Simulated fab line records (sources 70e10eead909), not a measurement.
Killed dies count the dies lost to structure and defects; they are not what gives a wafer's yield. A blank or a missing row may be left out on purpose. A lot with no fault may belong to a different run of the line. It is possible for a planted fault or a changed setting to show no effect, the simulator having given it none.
Which tool is to blame?	flow nand_harc	12 lots with 36 wafers sampled at 5 steps, on a route of 1302 steps

## WHAT THE GAUGES SHOWED, per wafer
NHARC_A_BONDPAD_CD_MEAS_09: the cd target is 500 nm. Usual: cd_nm 499.6 nm, standard deviation 2.
lot	measured	on	cd_nm (nm)	flag
L290	day 24 05:54	cd_sem-03	499.1 502.2 499.1	
L291	day 24 10:23	cd_sem-03	497.8 498.2 497.3	
L294	day 25 21:15	cd_sem-03	496.0 497.2 498.5	
L293	day 25 21:49	cd_sem-02	497.4 501.9 497.3	
L295	day 26 00:55	cd_sem-01	500.0 501.8 499.6	
L296	day 26 12:26	cd_sem-01	499.8 499.6 498.2	
L297	day 26 20:26	cd_sem-03	497.4 497.9 498.8	
L299	day 27 10:17	cd_sem-01	497.5 498.7 498.9	
L298	day 27 14:55	cd_sem-02	501.6 502.8 503.0	
L300	day 27 22:41	cd_sem-03	498.9 498.4 497.9	
L305	day 30 18:16	cd_sem-01	498.9 500.1 501.4	
L311	day 33 12:50	cd_sem-01	499.5 501.7 496.5	

NHARC_END_SORT_01. Usual: defect_limited_yield 90.6 % (standard deviation 2.9); killed_at_array 59 (standard deviation 20); killed_at_other 0.8 (standard deviation 1.2); killed_at_periphery 3.5 (standard deviation 2.2); killed_dies 63 (standard deviation 20); killed_open 3.3 (standard deviation 1.8); killed_short 2.6 (standard deviation 1.7).
lot	measured	on	defect_limited_yield (%)	killed_at_array	killed_at_other	killed_at_periphery	killed_dies	killed_open	killed_short	flag
L293	day 27 03:50	prober-02	91.3 91.3 89.2	55 53 69	0 0 0	4 6 4	59 59 73	2 3 3	1 1 8	
L295	day 27 13:14	prober-02	89.8 87.0 89.2	68 85 72	0 1 0	1 2 1	69 88 73	2 4 3	0 2 1	
L296	day 27 18:38	prober-01	94.2 95.6 93.6	39 28 39	0 0 0	0 2 4	39 30 43	3 5 4	6 2 7	
L297	day 28 03:18	prober-02	85.5 87.1 84.5	96 81 99	1 3 3	1 3 3	98 87 105	3 3 2	1 2 3	
L305	day 32 04:00	prober-02	93.9 93.8 93.9	36 41 36	0 0 0	5 1 5	41 42 41	4 1 3	4 0 0	
L311	day 35 00:32	prober-01	90.8 89.8 90.3	61 68 66	0 0 0	1 1 0	62 69 66	0 3 4	3 0 1	

## EACH LOT AND THE TOOL THAT RAN IT (in order: tool; ch and the chambers of the sampled wafers; start)
lot	NHARC_A_BONDPAD_PVD_27	NHARC_THIN_TSV_ETCH_44	NHARC_THIN_TSV_ANNEAL_52
L290	pvd_sputter-01, day 24 21:11 or earlier	rie_diel-01 ch 0,2,3, day 24 21:11	rtp_anneal-01 ch 0, day 25 00:49
L291	pvd_sputter-03, day 25 01:30 or earlier	rie_diel-01 ch 1,2,3, day 25 01:30	rtp_anneal-02 ch 0, day 25 05:19
L294	pvd_sputter-02, day 26 12:31 or earlier	rie_diel-01 ch 1,2, day 26 12:31	rtp_anneal-02 ch 0, day 26 16:16
L293	pvd_sputter-02, day 26 13:32 or earlier	rie_diel-03 ch 0,1,3, day 26 13:32	rtp_anneal-01 ch 0, day 26 17:16
L295	pvd_sputter-02, day 26 16:23 or earlier	rie_diel-06 ch 0,1, day 26 16:23	rtp_anneal-01 ch 0, day 26 20:24
L296	pvd_sputter-02, day 27 03:57 or earlier	rie_diel-06 ch 0,1,3, day 27 03:57	rtp_anneal-02 ch 0, day 27 07:41
L297	pvd_sputter-01, day 27 11:46 or earlier	rie_diel-01 ch 0,1,2, day 27 11:46	rtp_anneal-01 ch 0, day 27 15:39
L299	pvd_sputter-02, day 28 01:37 or earlier	rie_diel-06 ch 0,1,2, day 28 01:37	rtp_anneal-02 ch 0, day 28 05:48
L298	pvd_sputter-01, day 28 08:02 or earlier	rie_diel-03 ch 1,2,3, day 28 08:02	rtp_anneal-01 ch 0, day 28 11:44
L300	pvd_sputter-01, day 28 15:55 or earlier	rie_diel-03 ch 0,2,3, day 28 15:55	rtp_anneal-02 ch 0, day 28 19:43
L305	pvd_sputter-01, day 31 09:35 or earlier	rie_diel-01 ch 1,2,3, day 31 09:35	rtp_anneal-01 ch 0, day 31 13:17
L311	pvd_sputter-01, day 34 06:15 or earlier	rie_diel-06 ch 0,1,2, day 34 06:15	rtp_anneal-02 ch 0, day 34 10:12
- NHARC_A_BONDPAD_PVD_27: deposits Cu, target thk 30 nm, time 20.49 s.
- NHARC_THIN_TSV_ETCH_44: etches the open film in CF4/O2, target depth 1594.2 nm, time 797.1 s.
- NHARC_THIN_TSV_ANNEAL_52: time 90 s.

## WHAT THE TOOLS THEMSELVES READ (means of the sampled wafers that have a number; where no wafer has one, the mark that the record gives instead)
NHARC_A_BONDPAD_PVD_27. Usual: throttle_valve_pct 30.6 %, standard deviation 1.1.
lot	tool	throttle_valve_pct (%)	flag
L290	pvd_sputter-01	30.7	
L291	pvd_sputter-03	29.9	
L294	pvd_sputter-02	31.4	
L293	pvd_sputter-02	31.2	
L295	pvd_sputter-02	31.3	
L296	pvd_sputter-02	31.1	
L297	pvd_sputter-01	29.8	
L299	pvd_sputter-02	31.7	
L298	pvd_sputter-01	29.5	
L300	pvd_sputter-01	29.4	
L305	pvd_sputter-01	30.9	
L311	pvd_sputter-01	30.9	

NHARC_THIN_TSV_ETCH_44. Usual: drypump_motor_current_A 5.67 A (standard deviation 0.23); o2_flow_sccm 10.001 sccm (standard deviation 0.029); oes_product_au 1.000 a.u. (standard deviation 0.011); rf_fwd_power_W 299.6 W (standard deviation 0.91); rf_vpp_V 795 V (standard deviation 4.7); showerhead_plenum_p_Torr 1.85 Torr (standard deviation 0.073); throttle_valve_pct 16.916 % (standard deviation 0.0087).
lot	tool	drypump_motor_current_A (A)	o2_flow_sccm (sccm)	oes_product_au (a.u.)	rf_fwd_power_W (W)	rf_vpp_V (V)	showerhead_plenum_p_Torr (Torr)	throttle_valve_pct (%)	flag
L290	rie_diel-01	5.73	10.006	0.998	299.8	796	1.85	16.917	
L291	rie_diel-01	5.52	10.035	0.992	299.5	793	1.81	16.914	
L294	rie_diel-01	5.39	9.980	0.994	300.4	794	1.83	16.909	
L293	rie_diel-03	5.87	9.997	0.995	299.2	798	1.89	16.906	
L295	rie_diel-06	5.63	10.015	1.000	299.8	795	1.83	16.917	
L296	rie_diel-06	5.56	9.990	0.999	299.8	795	1.84	16.916	
L297	rie_diel-01	5.50	9.997	0.996	299.9	796	1.86	16.919	
L299	rie_diel-06	5.71	9.979	0.995	299.0	796	1.86	16.918	
L298	rie_diel-03	5.82	10.000	1.014	299.1	799	1.91	16.916	
L300	rie_diel-03	5.76	10.022	1.014	299.4	795	1.85	16.926	
L305	rie_diel-01	5.53	10.002	1.017	312.2	793	1.81	16.916	OFF
L311	rie_diel-06	5.71	10.024	0.991	301.3	795	1.86	16.911	

NHARC_THIN_TSV_ANNEAL_52. Usual: anneal_temp_c 225.01 C, standard deviation 0.16; wafer_temp_C_max 226.17, standard deviation 0.25.
lot	tool	anneal_temp_c (C)	wafer_temp_C_max	flag
L290	rtp_anneal-01	225.01	226.06	
L291	rtp_anneal-02	225.03	226.23	
L294	rtp_anneal-02	225.15	226.09	
L293	rtp_anneal-01	224.87	226.25	
L295	rtp_anneal-01	224.89	226.27	
L296	rtp_anneal-02	224.92	226.22	
L297	rtp_anneal-01	225.18	226.38	
L299	rtp_anneal-02	224.93	226.23	
L298	rtp_anneal-01	225.07	225.99	
L300	rtp_anneal-02	224.95	226.58	
L305	rtp_anneal-01	225.04	225.74	
L311	rtp_anneal-02	225.08	226.09	

## THE ANSWER, worked out from the rows above alone
Rule: take the mean of a lot's wafers that have a number; if it is more than 3 standard deviations from the usual mean, the lot is off. Also off: a lot with no number at a reading for which 4 or more lots have one. All remaining lots with rows at the step are treated as sound. After the gauges, taken in route order, come the tools' own readings; for these a lot's mean is taken, as printed above. The first step at which some lot is off is used, and at that step the reading that is off furthest; a lot without a number counts as furthest.
Off, at NHARC_THIN_TSV_ETCH_44 on rf_fwd_power_W: L305.
If a tool, at that step or one of the process steps before it, ran each lot that is off and ran no sound lot following the first of them, it fits. With no start given for some of its lots, NHARC_A_BONDPAD_PVD_27 uses the hours and lot order of NHARC_THIN_TSV_ETCH_44. One candidate fits, namely rie_diel-01 at NHARC_THIN_TSV_ETCH_44. Its last sound lot is L297 (day 27 11:46), its first lot that is off L305 (day 31 09:35): a fault that began between those two fits.
The tool's own readings at NHARC_THIN_TSV_ETCH_44 bear it out: on the lots that are off they differ by more than 5 times the standard deviation of the sound lots' means. rf_fwd_power_W reads 312.2 W there against 299.7 W on the sound lots.

## WHAT THE SIMULATOR HAD PUT IN
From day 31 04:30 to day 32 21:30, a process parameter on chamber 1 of rie_diel-01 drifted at NHARC_THIN_TSV_ETCH_44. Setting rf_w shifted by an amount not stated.
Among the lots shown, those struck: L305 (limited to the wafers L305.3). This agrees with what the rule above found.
